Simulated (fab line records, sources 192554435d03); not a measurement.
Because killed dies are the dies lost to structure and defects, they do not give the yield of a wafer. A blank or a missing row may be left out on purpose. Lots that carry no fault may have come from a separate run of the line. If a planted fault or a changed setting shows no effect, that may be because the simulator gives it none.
The same fault as seen by 3 desks || flow n5-finfet || only its own numbers are on each desk; what lay behind them is given at the end
Where a reading is given only as a bound, like >300, the bound stands for it, and a mean or a difference that rests on one is marked > or <: the true number lies beyond.

FROM THE METROLOGY DESK
Means of the sampled wafers that have a number, per lot and without regard to the tool the lot ran on: this is what the gauges read. Marked OUT: a lot whose mean sits more than 4 standard deviations from the usual mean, which makes it out of limits; the brackets give that distance. Shown here are 7 of its 11 readings, the ones lying furthest out on some lot.
Columns: A = DIBL_N at N5_BEOL_M4_RC_MEAS_101, usual 36.4 mV/V; B = DIBL_P at N5_BEOL_M4_RC_MEAS_101, usual 36.3 mV/V; C = IOFF_N at N5_BEOL_M4_RC_MEAS_101, usual 0.162 nA/um; D = ION_N at N5_BEOL_M4_RC_MEAS_101, usual 676 uA/um; E = SS_P at N5_BEOL_M4_RC_MEAS_101, usual 73.3 mV/dec; F = VT_N at N5_BEOL_M4_RC_MEAS_101, usual 249.3 mV; G = VT_P at N5_BEOL_M4_RC_MEAS_101, usual -249.9 mV
{"lot": "L830", "first seen here": "day 5 17:17", "A": 37.9, "B": 36.6, "C": 0.182, "D": 675, "E": 73.7, "F": 248.8, "G": -248.6}
{"lot": "L832", "first seen here": "day 5 20:01", "A": 36.9, "B": 36.1, "C": 0.170, "D": 683, "E": 73.1, "F": 247.9, "G": -248.5}
{"lot": "L836", "first seen here": "day 7 00:20", "A": 34.9, "B": 35.6, "C": 0.163, "D": 677, "E": 72.7, "F": 248.5, "G": -244.3}
{"lot": "L837", "first seen here": "day 7 04:25", "A": 35.8, "B": 36.0, "C": 0.152, "D": 668, "E": 72.7, "F": 250.6, "G": -250.5}
{"lot": "L840", "first seen here": "day 7 23:08", "A": 35.4, "B": 36.1, "C": 0.141, "D": 667, "E": 73.1, "F": 250.2, "G": -253.4}
{"lot": "L847", "first seen here": "day 9 19:41", "A": 36.1, "B": 36.6, "C": 0.145, "D": 676, "E": 72.8, "F": 252.9, "G": -252.7}
{"lot": "L851", "first seen here": "day 10 21:22", "A": 37.0, "B": 36.6, "C": 0.168, "D": 676, "E": 74.3, "F": 248.4, "G": -251.9}
{"lot": "L852", "first seen here": "day 11 02:58", "A": 38.7, "B": 38.9, "C": 0.202, "D": 694, "E": 74.3, "F": 247.2, "G": -248.8}
Result from this desk: across the 8 lots, nothing is out of limits.

TOOL OWNER'S DESK, pecvd-01
The tool's own readings at N5_BEOL_M0_SAQP_HM_DEP_111 (deposits SiO2 from SiH4/N2O, target thk 12 nm, time 7.2 s): means of the sampled wafers that have a number, for each lot that ran on this tool. Marked OUT: a lot whose mean sits more than 4 standard deviations from the usual mean, which makes it out of limits; the brackets give that distance.
Columns: A = heater-power-w at N5_BEOL_M0_SAQP_HM_DEP_111, usual 860 W; B = showerhead-plenum-p-Torr at N5_BEOL_M0_SAQP_HM_DEP_111, usual 8.14 Torr
{"lot": "L832", "first seen here": "day 5 20:04", "A": 864, "B": 8.11}
{"lot": "L836", "first seen here": "day 7 00:23", "A": 910, "B": 8.12}
{"lot": "L840", "first seen here": "day 7 23:10", "A": 879, "B": 8.10}
Result from this desk: across the 3 lots, nothing is out of limits.

THE DEFECT DESK
For each lot, the counts of the inspections along the route, averaged over the sampled wafers that have a number. Marked OUT: a lot whose mean sits more than 4 standard deviations from the usual mean, which makes it out of limits; the brackets give that distance.
Columns: A = raw-defect-count at N5_BEOL_M0_SAQP_INSPECT_16, usual 449; B = raw-defect-count at N5_BEOL_M0_SAQP_INSPECT_42, usual 266; C = raw-defect-count at N5_BEOL_M0_CUTY_INSPECT_59, usual 2.0
{"lot": "L830", "first seen here": "day 5 17:50", "A": 508, "B": 278, "C": 3.7}
{"lot": "L832", "first seen here": "day 5 20:34", "A": 337, "B": 169, "C": 2.0}
{"lot": "L836", "first seen here": "day 7 00:45", "A": 433, "B": 182, "C": 3.0}
{"lot": "L837", "first seen here": "day 7 04:56", "A": 461, "B": 275, "C": 2.0}
{"lot": "L840", "first seen here": "day 7 23:40", "A": 770, "B": 531, "C": ">102 (>+71) OUT"}
{"lot": "L847", "first seen here": "day 9 20:14", "A": 611, "B": 386, "C": 2.0}
{"lot": "L851", "first seen here": "day 10 21:47", "A": 459, "B": 325, "C": 2.7}
{"lot": "L852", "first seen here": "day 11 03:31", "A": 452, "B": 272, "C": 2.3}
Finding of this desk: L840 out of limits; the first was L840 at day 8 04:56, on raw-defect-count at N5_BEOL_M0_CUTY_INSPECT_59. L830, L832, L836, L837, L847, L851, L852: within limits.

ALL TOGETHER
The defect desk could have raised an alarm at day 8 04:56, on L840.
From the metrology desk's view, nothing was out of limits.
The tool owner's desk saw nothing out of limits.
The metrology desk has L840 on record, within its limits.
Tool owner's desk: L840 on record, inside its limits.
N5_BEOL_M0_SAQP_HM_DEP_111 was run on pecvd-01 by each of the lots named.

WHAT HAD BEEN PUT IN BY THE SIMULATOR
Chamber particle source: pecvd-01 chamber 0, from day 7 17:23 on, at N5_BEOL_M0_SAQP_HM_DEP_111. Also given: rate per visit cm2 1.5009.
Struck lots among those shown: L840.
Hours from the fault's start to each desk's first reading out of limits: the defect desk, 12.
